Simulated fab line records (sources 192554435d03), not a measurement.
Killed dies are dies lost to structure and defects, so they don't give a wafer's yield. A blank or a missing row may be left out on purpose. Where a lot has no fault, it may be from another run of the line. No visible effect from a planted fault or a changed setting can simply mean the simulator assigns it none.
Code-filled problem report in 8D (eight disciplines) form / flow n5Finfet / the parts of the form that need people (team, actions taken, sign-off) are left out

1. WHAT IS WRONG
On 2 wafers of 1 lot, etchRfOnTimeS at N5_FIN_SAQP_ETCH_57 has a mean of 37.8 s; fault-free wafers read 47.0 s, standard deviation 1. Relative to the usual mean, that is a shift of -9.2 standard deviations.
The step: etches SiNx in CH3F/O2, target depth 32.5 nm, time 46.4 s.
Earliest sighting: wafer L817.3 on rieDiel-01 at day 6 02:49. The record holds 26 wafers of 9 lots with a number at this step. The rule behind "out" and "out of limits": a value lying over 4 standard deviations away from the usual mean. The rest of the wafers with a number are treated as sound.

2. WHAT IT IS AND WHAT IT IS NOT
question=which readings at this step | is=etchRfOnTimeS | is not=biasW, drypumpMotorCurrentA, oesProductAu, rfVppV, showerheadPlenumPTorr, throttleValvePct
question=which lots | is=L817 | is not=L801, L802, L805, L806, L807, L811, L821, L824
question=which wafers of those lots | is=all that have a number | is not=-
question=read on which tools | is=rieDiel-01 | is not=rieDiel-03, rieDiel-04
question=when | is=from day 6 02:49 | is not=up to then (18 sound wafers); but 6 sound wafers of L821, L824 came after

3. THE SUSPECTS, EACH WITH WHAT RULES IT OUT
Counting: a tool at any process step up to the reading remains a suspect when it ran all the lots that are out and ran no sound lot after the first of those.
- rieSi-05 at N5_FIN_SAQP_MANDREL_ETCH_22 (etches a-Si in HBr/Cl2, stops on SiNx, target depth 60 nm, bt time 10 s, time 30 s): kept. It ran the lot that is out, L817 (day 6 00:16), and no sound lot after that; its last sound lot up to then is L811 (day 4 10:42).
- rieDiel-01 at N5_FIN_SAQP_ETCH_57 (etches SiNx in CH3F/O2, target depth 32.5 nm, time 46.4 s): ruled out as a lasting fault. The sound lots L824 went through it after L817, its earliest lot that is out (day 6 02:49).
Remaining after the count: rieSi-05 at N5_FIN_SAQP_MANDREL_ETCH_22.

4. THE CAUSE (what the simulator had put in)
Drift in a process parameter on rieSi-05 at N5_FIN_SAQP_MANDREL_ETCH_22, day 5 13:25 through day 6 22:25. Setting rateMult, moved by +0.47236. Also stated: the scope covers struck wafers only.
Counting left only this tool.

5. THE CHAIN OF EFFECTS, in route order
One row per reading whose mean, taken over the struck wafers that have a number, lies over 3 standard deviations from the usual. Only readings whose record carries a usual standard deviation are examined. hours: median over the lots of the time between each lot's start at the first step of this table that gives one and its start at this step. sigmas: the change, counted in usual standard deviations.
hours=0; step=N5_FIN_SAQP_ETCH_57; reading=etchRfOnTimeS; usual=47.0 s; on struck wafers=37.8; change=-9.2; sigmas=-9.2
Process steps it contains:
- N5_FIN_SAQP_ETCH_57: etches SiNx in CH3F/O2, target depth 32.5 nm, time 46.4 s.
Later steps that measure or inspect, where all struck wafers having a row at the step show a number for every such reading and not one has moved that far: N5_BEOL_M4_RC_MEAS_101.

6. HOW IT WOULD HAVE BEEN CAUGHT EARLIER
13 hours passed between the start of the fault at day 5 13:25 and the first reading out of limits in this record, taken at day 6 02:49.
An alarm limit of 4 standard deviations would not have fired on the tool readings at N5_FIN_SAQP_MANDREL_ETCH_22 for which the record gives a usual standard deviation, since none of them was out on any struck wafer.
All the lots that are out (1) had begun N5_FIN_SAQP_MANDREL_ETCH_22 on rieSi-05 by day 6 02:49. Had the tool been put on hold then, not one of them would have been saved.
